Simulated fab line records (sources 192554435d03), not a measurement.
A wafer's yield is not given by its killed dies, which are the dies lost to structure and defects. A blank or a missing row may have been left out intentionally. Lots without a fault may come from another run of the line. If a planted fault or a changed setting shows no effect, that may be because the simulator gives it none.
fab line records + flow n5-finfet
[record]
- lots = 6
- wafers = 18
- last-day = 17
route steps=1938 shown BEOL_M5@1192 BEOL_M6@1194
lots that met no fault: taken from a fault-free run of the same line
start-h: hours from the record's first day to the start of the lot's first wafer shown + wait-h: hours elapsed since this lot's preceding step + " repeats the value in the row above + L1.1+2: one row covering several wafers at once + - no value, or no start was given + * or withheld: withheld + < > ~ a bound
route shown NAME@n: names a module that has steps shown in the file, with the first one's number in the route + usual: the fault-free wafers' mean and standard deviation + same: alike in all rows + chamber/n: place in a boat + sites: readings site by site + _std_site: the values' standard deviation + _edge_site: outer sites' mean less inner sites' + radius-mm: for every site, how far away it sits from the centre of the wafer + mask NAME#n: copy n + behind: the tool/chamber that last shaped the wafer + hold: why the lot was held/for how many hours/how that ended + device: the transistor (n, p or np) that didn't switch + end of line: the route-end tests of the same wafers + a step without rows: its recipe alone + killed: dies that structure and defects cost at the first sort, which is not the same as the wafer's yield + map: per-die view of a wafer (x killed, . not killed, _ where there is no die)
set.NAME: the setting as run; set.NAME@STEP: as run at that earlier step + model.NAME: the simulator's own value behind a step, which no gauge read
lots seen at some steps along the route; tables by step, rows by wafer
services: from which hour (start-h, from the record's first day; less than 0 if before it) a tool's chamber was out of use, for how many hours, and why
[[steps]]
[step N5_BEOL_M5_RS_MEAS_57]
[recipe]
- thk-meas-gauge = four-point-probe
- reads = Co_of_BEOL_M5_CO_CAP_78+Cu_of_BEOL_M5_ECD_50+Co_of_BEOL_M5_CVD_47+TaN_of_BEOL_M5_ALD_86
[usual]
- M5_RS = 0.381/0.013
| lot.wafer | tool          | chamber | start-h | wait-h | M5_RS[ohm/sq] |
|-----------|---------------|---------|---------|--------|---------------|
| L188.1    | film-metro-01 | -       | 182.14  | 0.0    | 0.370         |
| L188.2    | "             | -       | "       | "      | 0.377         |
| L188.6    | "             | -       | "       | "      | 0.358         |
| L194.1    | film-metro-01 | -       | 224.45  | 0.0    | 0.381         |
| L194.5    | "             | -       | "       | "      | 0.376         |
| L194.6    | "             | -       | "       | "      | 0.394         |
| L198.1    | film-metro-02 | -       | 244.91  | 0.0    | 0.404         |
| L198.2    | "             | -       | "       | "      | 0.393         |
| L198.4    | "             | -       | "       | "      | 0.385         |
| L199.2    | film-metro-02 | -       | 257.75  | 0.1    | 0.360         |
| L199.3    | "             | -       | "       | "      | 0.370         |
| L199.6    | "             | -       | "       | "      | 0.367         |
| L204.3    | film-metro-02 | -       | 274.02  | 0.1    | 0.364         |
| L204.5    | "             | -       | "       | "      | 0.389         |
| L204.6    | "             | -       | "       | "      | 0.373         |
| L209.3    | film-metro-01 | -       | 317.46  | 0.1    | 0.371         |
| L209.5    | "             | -       | "       | "      | 0.371         |
| L209.6    | "             | -       | "       | "      | 0.365         |
[step N5_BEOL_M5_INSPECT_58]
[recipe]
- inspect-instrument = darkfield
- mode = post-dep
[usual]
- raw-defect-count = 66/22
| lot.wafer | tool              | chamber | start-h | wait-h | raw-defect-count |
|-----------|-------------------|---------|---------|--------|------------------|
| L188.1    | defect-inspect-01 | -       | 182.17  | 0.0    | 104              |
| L188.2    | "                 | -       | "       | "      | 104              |
| L188.6    | "                 | -       | "       | "      | 117              |
| L194.1    | defect-inspect-01 | -       | 224.47  | 0.0    | 54               |
| L194.5    | "                 | -       | "       | "      | 77               |
| L194.6    | "                 | -       | "       | "      | 62               |
| L198.1    | defect-inspect-01 | -       | 244.94  | 0.0    | 65               |
| L198.2    | "                 | -       | "       | "      | 56               |
| L198.4    | "                 | -       | "       | "      | 70               |
| L199.2    | defect-inspect-01 | -       | 257.78  | 0.0    | 66               |
| L199.3    | "                 | -       | "       | "      | 66               |
| L199.6    | "                 | -       | "       | "      | 45               |
| L204.3    | defect-inspect-01 | -       | 274.05  | 0.0    | 42               |
| L204.5    | "                 | -       | "       | "      | 66               |
| L204.6    | "                 | -       | "       | "      | 66               |
| L209.3    | defect-inspect-02 | -       | 317.49  | 0.0    | 92               |
| L209.5    | "                 | -       | "       | "      | 69               |
| L209.6    | "                 | -       | "       | "      | 107              |
[step N5_BEOL_M6_ILD_DEP_00]
[recipe]
- material = SiCOH_lowk
- target-thk-a = 1797.5
- temp-c = 300
- precursor = DEMS/porogen
- pressure-torr = 5
- rf-w = 500
- time-s = 33.4
[usual]
- heater-power-w = 317/64
- showerhead-plenum-p-Torr = 5.741/0.017
- showerhead-vpp-V = 1391/48
- throttle-valve-pct = 14.3/0.72
| lot.wafer | tool     | chamber | start-h | wait-h | heater-power-w | showerhead-plenum-p-Torr | showerhead-vpp-V | throttle-valve-pct |
|-----------|----------|---------|---------|--------|----------------|--------------------------|------------------|--------------------|
| L188.1    | pecvd-03 | 0       | 182.21  | 0.0    | 379            | 5.762                    | 1401             | 13.8               |
| L188.2    | "        | 2       | "       | "      | 331            | 5.734                    | 1370             | 14.1               |
| L188.6    | "        | 0       | "       | "      | 372            | 5.749                    | 1408             | 13.5               |
| L194.1    | pecvd-01 | 0       | 224.51  | 0.0    | 233            | 5.723                    | 1416             | 14.7               |
| L194.5    | "        | 1       | "       | "      | 335            | 5.769                    | 1315             | 15.7               |
| L194.6    | "        | 2       | "       | "      | 326            | 5.755                    | 1427             | 14.0               |
| L198.1    | pecvd-02 | 2       | 244.98  | 0.0    | 276            | 5.758                    | 1266             | 14.0               |
| L198.2    | "        | 1       | "       | "      | 428            | 5.765                    | 1428             | 14.4               |
| L198.4    | "        | 2       | "       | "      | 279            | 5.751                    | 1261             | 13.9               |
| L199.2    | pecvd-03 | 0       | 257.82  | 0.0    | 355            | 5.755                    | 1386             | 14.0               |
| L199.3    | "        | 1       | "       | "      | 432            | 5.720                    | 1450             | 14.1               |
| L199.6    | "        | 0       | "       | "      | 351            | 5.755                    | 1395             | 13.6               |
| L204.3    | pecvd-02 | 2       | 274.08  | 0.0    | 288            | 5.738                    | 1256             | 14.1               |
| L204.5    | "        | 2       | "       | "      | 285            | 5.746                    | 1239             | 14.1               |
| L204.6    | "        | 0       | "       | "      | 278            | 5.780                    | 1369             | 14.5               |
| L209.3    | pecvd-03 | 1       | 317.53  | 0.0    | 364            | 5.727                    | 1447             | 14.4               |
| L209.5    | "        | 0       | "       | "      | 348            | 5.751                    | 1393             | 13.9               |
| L209.6    | "        | 2       | "       | "      | 278            | 5.721                    | 1401             | 13.0               |
[step N5_BEOL_M6_CURE_74]
[recipe]
- temp-c = 385
- time-s = 240
- ambient = He/Ar
- material = SiCOH_lowk
[usual]
- lamp-power-pct = 52.32/0.057
- wafer_temp_C_max = 386.6/0.62
| lot.wafer | tool       | chamber | start-h | wait-h | lamp-power-pct | wafer_temp_C_max |
|-----------|------------|---------|---------|--------|----------------|------------------|
| L188.1    | uv-cure-01 | 0       | 182.27  | 0.0    | 52.43          | 386.9            |
| L188.2    | "          | 0       | "       | "      | 52.37          | 387.0            |
| L188.6    | "          | 0       | "       | "      | 52.36          | 387.4            |
| L194.1    | uv-cure-02 | 0       | 224.78  | 0.2    | 52.39          | 386.6            |
| L194.5    | "          | 0       | "       | "      | 52.36          | 386.7            |
| L194.6    | "          | 0       | "       | "      | 52.34          | 386.4            |
| L198.1    | uv-cure-03 | 1       | 245.06  | 0.1    | 52.32          | 386.3            |
| L198.2    | "          | 1       | "       | "      | 52.29          | 385.7            |
| L198.4    | "          | 1       | "       | "      | 52.33          | 385.6            |
| L199.2    | uv-cure-01 | 0       | 257.96  | 0.1    | 52.35          | 387.5            |
| L199.3    | "          | 0       | "       | "      | 52.27          | 387.3            |
| L199.6    | "          | 0       | "       | "      | 52.38          | 387.5            |
| L204.3    | uv-cure-01 | 1       | 274.31  | 0.2    | 52.36          | 386.6            |
| L204.5    | "          | 1       | "       | "      | 52.33          | 386.6            |
| L204.6    | "          | 1       | "       | "      | 52.22          | 386.8            |
| L209.3    | uv-cure-02 | 0       | 317.75  | 0.2    | 52.41          | 386.4            |
| L209.5    | "          | 0       | "       | "      | 52.27          | 386.9            |
| L209.6    | "          | 0       | "       | "      | 52.33          | 386.5            |
[step N5_BEOL_M6_THK_MEAS_01]
[recipe]
- reads = SiCOH_lowk_of_BEOL_M6_ILD_DEP_00
[usual]
- M6_ILD_THK = 154.5/1.9
| lot.wafer | tool          | chamber | start-h | wait-h | M6_ILD_THK[nm] |
|-----------|---------------|---------|---------|--------|----------------|
| L188.1    | film-metro-01 | -       | 183.26  | 0.8    | 154.8          |
| L188.2    | "             | -       | "       | "      | 154.5          |
| L188.6    | "             | -       | "       | "      | 155.8          |
| L194.1    | film-metro-01 | -       | 225.29  | 0.4    | 152.4          |
| L194.5    | "             | -       | "       | "      | 154.3          |
| L194.6    | "             | -       | "       | "      | 153.3          |
| L198.1    | film-metro-02 | -       | 246.05  | 0.8    | 156.2          |
| L198.2    | "             | -       | "       | "      | 157.3          |
| L198.4    | "             | -       | "       | "      | 157.6          |
| L199.2    | film-metro-02 | -       | 258.39  | 0.4    | 151.8          |
| L199.3    | "             | -       | "       | "      | 153.6          |
| L199.6    | "             | -       | "       | "      | 155.3          |
| L204.3    | film-metro-02 | -       | 274.66  | 0.3    | 151.2          |
| L204.5    | "             | -       | "       | "      | 155.0          |
| L204.6    | "             | -       | "       | "      | 153.2          |
| L209.3    | film-metro-02 | -       | 318.10  | 0.3    | 154.1          |
| L209.5    | "             | -       | "       | "      | 156.3          |
| L209.6    | "             | -       | "       | "      | 156.2          |
[step N5_BEOL_M6_PECVD_70]
[recipe]
- material = SiO2
- target-thk-a = 200
- temp-c = 400
- precursor = TEOS/O2
- pressure-torr = 5.5
- rf-w = 450
- teos-flow-sccm = 53.8
- gas = O2
- flow-sccm = 3000
- time-s = 22.7
[usual]
- heater-power-w = 764/100
- showerhead-plenum-p-Torr = 8.79/0.06
- showerhead-vpp-V = 1324/45
- throttle-valve-pct = 22.8/1
| lot.wafer | tool     | chamber | start-h | wait-h | heater-power-w | showerhead-plenum-p-Torr | showerhead-vpp-V | throttle-valve-pct |
|-----------|----------|---------|---------|--------|----------------|--------------------------|------------------|--------------------|
| L188.1    | pecvd-01 | 2       | 183.30  | 0.0    | 758            | 8.85                     | 1353             | 22.3               |
| L188.2    | "        | 1       | "       | "      | 736            | 8.86                     | 1260             | 25.0               |
| L188.6    | "        | 1       | "       | "      | 747            | 8.84                     | 1277             | 25.1               |
| L194.1    | pecvd-03 | 1       | 225.33  | 0.0    | 827            | 8.72                     | 1378             | 23.0               |
| L194.5    | "        | 1       | "       | "      | 822            | 8.71                     | 1378             | 23.2               |
| L194.6    | "        | 0       | "       | "      | 835            | 8.82                     | 1325             | 22.2               |
| L198.1    | pecvd-03 | 0       | 246.09  | 0.0    | 697            | 8.81                     | 1321             | 22.5               |
| L198.2    | "        | 1       | "       | "      | 908            | 8.76                     | 1385             | 23.1               |
| L198.4    | "        | 2       | "       | "      | 703            | 8.72                     | 1292             | 20.9               |
| L199.2    | pecvd-01 | 1       | 258.43  | 0.0    | 701            | 8.89                     | 1270             | 25.2               |
| L199.3    | "        | 0       | "       | "      | 583            | 8.74                     | 1355             | 23.9               |
| L199.6    | "        | 2       | "       | "      | 714            | 8.85                     | 1337             | 22.2               |
| L204.3    | pecvd-03 | 1       | 274.70  | 0.0    | 961            | 8.74                     | 1380             | 23.5               |
| L204.5    | "        | 0       | "       | "      | 708            | 8.81                     | 1325             | 22.3               |
| L204.6    | "        | 2       | "       | "      | 719            | 8.71                     | 1302             | 21.1               |
| L209.3    | pecvd-01 | 0       | 318.14  | 0.0    | 573            | 8.71                     | 1329             | 23.4               |
| L209.5    | "        | 2       | "       | "      | 669            | 8.84                     | 1353             | 22.3               |
| L209.6    | "        | 1       | "       | "      | 742            | 8.85                     | 1293             | 25.2               |
[step N5_BEOL_M6_HM_DEP_02]
[recipe]
- material = TiN
- target-thk-a = 200
- temp-c = 25
- chamber-pressure-pa = 0.49996
[usual]
- throttle-valve-pct = 30.2/0.96
| lot.wafer | tool           | chamber | start-h | wait-h | throttle-valve-pct |
|-----------|----------------|---------|---------|--------|--------------------|
| L188.1    | pvd-sputter-02 | -       | 183.86  | 0.5    | 31.1               |
| L188.2    | "              | -       | "       | "      | 29.4               |
| L188.6    | "              | -       | "       | "      | 31.3               |
| L194.1    | pvd-sputter-02 | -       | 226.38  | 1.0    | 30.6               |
| L194.5    | "              | -       | "       | "      | 30.3               |
| L194.6    | "              | -       | "       | "      | 29.5               |
| L198.1    | pvd-sputter-01 | -       | 247.33  | 1.2    | 31.3               |
| L198.2    | "              | -       | "       | "      | 31.2               |
| L198.4    | "              | -       | "       | "      | 30.2               |
| L199.2    | pvd-sputter-02 | -       | 258.50  | 0.1    | 29.5               |
| L199.3    | "              | -       | "       | "      | 31.1               |
| L199.6    | "              | -       | "       | "      | 29.2               |
| L204.3    | pvd-sputter-01 | -       | 275.80  | 1.1    | 31.2               |
| L204.5    | "              | -       | "       | "      | 30.6               |
| L204.6    | "              | -       | "       | "      | 31.3               |
| L209.3    | pvd-sputter-02 | -       | 318.21  | 0.1    | 31.2               |
| L209.5    | "              | -       | "       | "      | 29.4               |
| L209.6    | "              | -       | "       | "      | 30.4               |
[step N5_BEOL_M6_COAT_59]
[recipe]
- resist = SOC
- temp-c = 250
- time-s = 60
- spin-rpm = 1500
- resist-thk-nm = 100
[step N5_BEOL_M6_COAT_60]
[recipe]
- resist = SiARC
- temp-c = 220
- time-s = 60
- spin-rpm = 1500
- resist-thk-nm = 35
[step N5_BEOL_M6_COAT_05]
[recipe]
- resist = CAR-ArF
- spin-rpm = 1500
- resist-thk-nm = 90
[step N5_BEOL_M6_EBR_07]
[recipe]
- solvent = PGMEA
- ebr-width-mm = 1.5
[step N5_BEOL_M6_SOFTBAKE_06]
[recipe]
- temp-c = 110
- time-s = 60
- resist = CAR-ArF
[step N5_BEOL_M6_EXPOSE_08]
[recipe]
- mask-id = M6
- na = 1.35
- source-shape = dipole
- sigma-inner = 0.817
- sigma-outer = 0.97
- polarization = te
- dose-mj = 68.25
[usual]
- dipole-opening-deg = 35/0
- exposure-dose-mJ-cm2 = 68.23/0.14
| lot.wafer | tool            | chamber | start-h | wait-h | mask | dipole-opening-deg | exposure-dose-mJ-cm2 |
|-----------|-----------------|---------|---------|--------|------|--------------------|----------------------|
| L188.1    | arfi-scanner-02 | 0       | 184.11  | -      | M6#0 | 35                 | 68.54                |
| L188.2    | "               | 0       | "       | "      | M6#0 | 35                 | 68.40                |
| L188.6    | "               | 0       | "       | "      | M6#0 | 35                 | 68.44                |
| L194.1    | arfi-scanner-03 | 0       | 226.83  | -      | M6#0 | 35                 | 68.06                |
| L194.5    | "               | 0       | "       | "      | M6#0 | 35                 | 68.22                |
| L194.6    | "               | 0       | "       | "      | M6#0 | 35                 | 68.07                |
| L198.1    | arfi-scanner-03 | -       | 247.69  | -      | M6#0 | -                  | -                    |
| L198.2    | "               | -       | "       | "      | M6#0 | -                  | -                    |
| L198.4    | "               | -       | "       | "      | M6#0 | -                  | -                    |
| L199.2    | arfi-scanner-01 | -       | 258.88  | -      | M6#0 | -                  | -                    |
| L199.3    | "               | -       | "       | "      | M6#0 | -                  | -                    |
| L199.6    | "               | -       | "       | "      | M6#0 | -                  | -                    |
| L204.3    | arfi-scanner-01 | 0       | 276.19  | -      | M6#0 | 35                 | 68.17                |
| L204.5    | "               | 0       | "       | "      | M6#0 | 35                 | 68.24                |
| L204.6    | "               | 0       | "       | "      | M6#0 | 35                 | 68.23                |
| L209.3    | arfi-scanner-03 | 0       | 318.59  | -      | M6#0 | 35                 | 68.20                |
| L209.5    | "               | 0       | "       | "      | M6#0 | 35                 | 68.24                |
| L209.6    | "               | 0       | "       | "      | M6#0 | 35                 | 68.17                |
[step N5_BEOL_M6_PEB_09]
[recipe]
- peb-temp-c = withheld
- peb-time-s = 60
- resist = CAR-ArF
[[services]]
| tool            | chamber | start-h | hours | kind   |
|-----------------|---------|---------|-------|--------|
| pecvd-01        | -       | 160.34  | 2.7   | repair |
| arfi-scanner-01 | -       | 161.67  | 1.3   | pm     |
| uv-cure-02      | -       | 168.82  | 9.7   | repair |
| arfi-scanner-03 | -       | 170.59  | 17.3  | pm     |
| pecvd-02        | -       | 181.92  | 2.8   | pm     |
| arfi-scanner-01 | -       | 183.69  | 17.3  | pm     |
| pecvd-01        | 2       | 184.32  | 17.0  | repair |
| uv-cure-02      | -       | 193.83  | 2.6   | repair |
| arfi-scanner-03 | -       | 194.39  | 0.8   | pm     |
| arfi-scanner-01 | -       | 201.02  | 1.0   | pm     |
| pecvd-02        | -       | 207.67  | 14.6  | pm     |
| uv-cure-01      | -       | 212.44  | 24.9  | pm     |
| arfi-scanner-03 | -       | 212.91  | 1.5   | repair |
| pecvd-03        | -       | 231.62  | 0.9   | repair |
| uv-cure-01      | -       | 237.34  | 5.0   | pm     |
| uv-cure-01      | -       | 244.91  | 2.1   | pm     |
| arfi-scanner-03 | -       | 266.27  | 1.0   | pm     |
| arfi-scanner-03 | -       | 267.36  | 0.3   | repair |
| pecvd-01        | 0       | 267.38  | 19.8  | repair |
| arfi-scanner-03 | -       | 275.92  | 1.3   | pm     |
| uv-cure-01      | -       | 288.05  | 2.8   | pm     |
| arfi-scanner-03 | -       | 292.01  | 1.1   | repair |
| arfi-scanner-03 | -       | 293.60  | 4.9   | pm     |
| arfi-scanner-03 | -       | 307.10  | 6.0   | repair |
[[key]]
[first-sign]
- step = N5_BEOL_M6_EXPOSE_08
- reading = tool-record
- direction = missing
effect none on later readings
met-at N5_BEOL_M6_EXPOSE_08
struck-wafers L198.1,L198.2,L198.4,L199.2,L199.3,L199.6
later-rows-left-out L198.1,L198.2,L198.4,L199.2,L199.3,L199.6
sort-left-out L198.1,L198.2,L198.4,L199.2,L199.3,L199.6
onset-between 226.83 247.69
[fault]
- kind = skipped-step-whole
- tool = arfi-scanner-01,arfi-scanner-03
- chamber = -
- onset-h = 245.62
- steps = N5_BEOL_M6_EXPOSE_08
- scope = struck-lots-only
// sort-left-out: the simulated sort isn't trusted on such a fault, so these wafers' sort isn't shown, and their yield isn't known
// later-rows-left-out: the simulator's readings of these wafers behind a module that went badly wrong aren't trusted and aren't shown, but for the sort
